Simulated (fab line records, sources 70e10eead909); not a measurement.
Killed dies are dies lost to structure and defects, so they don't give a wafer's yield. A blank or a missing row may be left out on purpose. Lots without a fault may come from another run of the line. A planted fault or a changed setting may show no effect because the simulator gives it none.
One fault seen from 2 desks | flow nand_harc | each desk has only its own numbers; what lay behind them comes last

THE TOOL OWNER'S DESK: rie_diel-01
The tool's own readings at NHARC_A_CONTACT_ETCH_76 (etches the open film in N2/H2, target depth 260 nm, time 475.3 s): means of the sampled wafers that have a number, for each lot that ran on this tool. A lot is out of limits, marked OUT, if its mean lies more than 4 standard deviations from the usual mean; the brackets give that distance.
Columns: A = drypump_motor_current_A at NHARC_A_CONTACT_ETCH_76, usual 5.5 A; B = h2_flow_sccm at NHARC_A_CONTACT_ETCH_76, usual 149.9 sccm; C = oes_product_au at NHARC_A_CONTACT_ETCH_76, usual 1.000 a.u.; D = rf_vpp_V at NHARC_A_CONTACT_ETCH_76, usual 429.3 V; E = showerhead_plenum_p_Torr at NHARC_A_CONTACT_ETCH_76, usual 1.99 Torr; F = throttle_valve_pct at NHARC_A_CONTACT_ETCH_76, usual 14.172 %
lot  | first seen here | A   | B     | C                | D     | E    | F
L634 | day 16 20:48    | 5.3 | 150.0 | 0.997            | 430.2 | 2.00 | 14.164
L639 | day 17 23:13    | 5.4 | 150.3 | 1.005            | 429.5 | 1.98 | 14.172
L642 | day 18 16:35    | 5.6 | 149.7 | 1.004            | 426.7 | 1.92 | 14.171
L643 | day 19 01:39    | 5.0 | 149.9 | 0.998            | 430.0 | 2.01 | 14.173
L647 | day 19 13:53    | 5.4 | 150.2 | 1.000            | 427.2 | 1.92 | 14.161
L648 | day 19 15:09    | 5.0 | 149.7 | 0.997            | 431.4 | 2.07 | 14.173
L645 | day 20 00:40    | 5.4 | 149.7 | 1.000            | 427.6 | 1.92 | 14.177
L649 | day 20 05:26    | 5.0 | 149.7 | 0.889 (-13) OUT  | 431.6 | 2.07 | 14.175
L650 | day 20 10:57    | 5.4 | 149.5 | 0.951 (-5.8) OUT | 429.0 | 1.98 | 14.173
L652 | day 20 20:53    | 5.4 | 150.1 | 0.902 (-11) OUT  | 428.2 | 1.98 | 14.175
This desk's finding: out of limits on L649, L650, L652; first on L649, day 20 05:26 (oes_product_au at NHARC_A_CONTACT_ETCH_76). In limits: L634, L639, L642, L643, L647, L648, L645.

THE METROLOGY DESK
What the gauges read, lot by lot, whatever tool the lot ran on: means of the sampled wafers that have a number. A lot is out of limits, marked OUT, if its mean lies more than 4 standard deviations from the usual mean; the brackets give that distance.
Columns: A = cd_nm at NHARC_A_CONTACT_CD_MEAS_69, usual 199.9 nm
lot  | first seen here | A
L634 | day 16 20:26    | 199.9
L636 | day 17 01:31    | 199.2
L635 | day 17 04:19    | 199.7
L639 | day 17 22:50    | 199.9
L642 | day 18 16:09    | 198.8
L643 | day 19 01:17    | 199.8
L647 | day 19 13:26    | 200.4
L648 | day 19 14:16    | 199.8
L645 | day 20 00:11    | 200.5
L649 | day 20 05:01    | 199.3
L650 | day 20 10:35    | 200.1
L652 | day 20 20:25    | 199.4
L656 | day 21 14:06    | 200.0
This desk's finding: nothing out of limits on any of the 13 lots.

PUT TOGETHER
The tool owner's desk could have raised an alarm at day 20 05:26, on L649, L650, L652.
The metrology desk saw nothing out of limits.
The metrology desk has L649, L650, L652 on record, within its limits.
Of the lots named, all ran NHARC_A_CONTACT_ETCH_76 on rie_diel-01.

WHAT THE SIMULATOR HAD PUT IN
Process parameter drift: rie_diel-01, from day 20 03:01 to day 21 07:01, at NHARC_A_CONTACT_ETCH_76. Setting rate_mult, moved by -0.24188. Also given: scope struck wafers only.
Lots struck among those shown: L649, L650, L652.
Hours from the fault's start to each desk's first reading out of limits: the tool owner's desk, 2.
